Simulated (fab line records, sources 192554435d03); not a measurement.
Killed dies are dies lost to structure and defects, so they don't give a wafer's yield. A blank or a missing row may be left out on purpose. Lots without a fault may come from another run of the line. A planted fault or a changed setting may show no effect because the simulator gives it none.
Which tool did it? | flow n5_finfet | 11 lots, 30 wafers sampled, at 4 steps of a route of 1938

WHAT THE GAUGES READ, wafer by wafer
N5_BEOL_M14_THK_MEAS_01.
lot  | measured     | on            | M14_ILD_THK (nm)
L193 | day 11 07:14 | film_metro-02 | 1106 1134
L196 | day 11 23:03 | film_metro-02 | 1151 1142 1129
L195 | day 12 02:04 | film_metro-02 | 1114 1114 1107
L198 | day 12 13:01 | film_metro-01 | 1130 1128 1136
L197 | day 12 20:02 | film_metro-02 | 1119 1121 1124
L205 | day 14 12:08 | film_metro-01 | 1487 1488
L203 | day 14 12:35 | film_metro-01 | 1097 1096 1492
L208 | day 15 09:45 | film_metro-01 | 1110 1498
L210 | day 15 21:20 | film_metro-01 | 1098 1141 1125
L213 | day 16 17:13 | film_metro-01 | 1103 1100 1141
L214 | day 17 07:00 | film_metro-02 | 1091 1132 1117

WHICH TOOL RAN EACH LOT (tool, then ch and the chambers of the sampled wafers, then the start)
lot  | N5_BEOL_M13_ETCH_67                | N5_BEOL_M13_PRE_CLEAN_42     | N5_BEOL_M14_ILD_DEP_00
L193 | rie_diel-05 ch 1, day 11 00:25     | pvd_sputter-03, day 11 05:47 | pecvd-01 ch 1, day 11 07:03
L196 | rie_diel-02 ch 0,3, day 11 20:11   | pvd_sputter-02, day 11 21:31 | pecvd-04 ch 0,2, day 11 22:52
L195 | rie_diel-02 ch 0,1,3, day 11 23:43 | pvd_sputter-01, day 12 00:37 | pecvd-01 ch 0,1,2, day 12 01:53
L198 | rie_diel-05 ch 1,2,3, day 12 08:28 | pvd_sputter-01, day 12 11:34 | pecvd-01 ch 0,1, day 12 12:50
L197 | rie_diel-02 ch 2,3, day 12 13:43   | pvd_sputter-01, day 12 18:34 | pecvd-01 ch 0,1,2, day 12 19:50
L205 | rie_diel-05 ch 0, day 14 01:46     | pvd_sputter-02, day 14 10:37 | pecvd-01 ch 1,2, day 14 11:57
L203 | rie_diel-02 ch 0,1,3, day 14 04:58 | pvd_sputter-01, day 14 10:49 | pecvd-01 ch 0,2, day 14 12:24
L208 | rie_diel-02 ch 1,2, day 15 04:59   | pvd_sputter-01, day 15 08:17 | pecvd-01 ch 0,1, day 15 09:34
L210 | rie_diel-01 ch 0,2,3, day 15 18:14 | pvd_sputter-01, day 15 19:51 | pecvd-04 ch 0,1,2, day 15 21:08
L213 | rie_diel-02 ch 0,2,3, day 16 13:44 | pvd_sputter-01, day 16 15:46 | pecvd-02 ch 0,1,2, day 16 17:01
L214 | rie_diel-01 ch 0,1, day 17 03:32   | pvd_sputter-02, day 17 05:32 | pecvd-04 ch 0,1, day 17 06:49
- N5_BEOL_M13_ETCH_67: etches SiARC in CF4, target depth 143 nm, time 238.3 s.
- N5_BEOL_M13_PRE_CLEAN_42: time 30 s.
- N5_BEOL_M14_ILD_DEP_00: deposits SiO2 from TEOS/O2, target thk 1119.3 nm, time 237.4 s.

THE ANSWER, worked out from the rows above alone
Rule: what is usual is taken from the lots themselves. Put in order of their means at a reading, lots are off if they are a third of the lots or fewer, leave a main group of 4 or more, and stand apart from it by a gap of 3 or more times the standard deviation of the main group's means; of several such gaps the widest counts. A main group whose means are all the same, to the digits that the tables above print for the reading, isn't used. A lot without any number at a reading at which 4 lots or more have one is off too. The other lots that the step has rows for count as sound.
Off: L205, L203, L208, at N5_BEOL_M14_THK_MEAS_01 (M14_ILD_THK). The main group: mean 1122 nm, standard deviation 9.2.
A tool fits if, at a process step before that reading, it ran every lot that is off, and no sound lot after the first of them. The gauges at N5_BEOL_M14_THK_MEAS_01 are tried like those tools. One fits: pecvd-01 at N5_BEOL_M14_ILD_DEP_00. Its last sound lot is L197 (day 12 19:50), its first lot that is off L205 (day 14 11:57): a fault that began between those two fits.

WHAT THE SIMULATOR HAD PUT IN
Process parameter drift: pecvd-01, from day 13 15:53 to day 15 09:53, at N5_BEOL_M14_ILD_DEP_00. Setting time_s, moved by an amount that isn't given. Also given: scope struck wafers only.
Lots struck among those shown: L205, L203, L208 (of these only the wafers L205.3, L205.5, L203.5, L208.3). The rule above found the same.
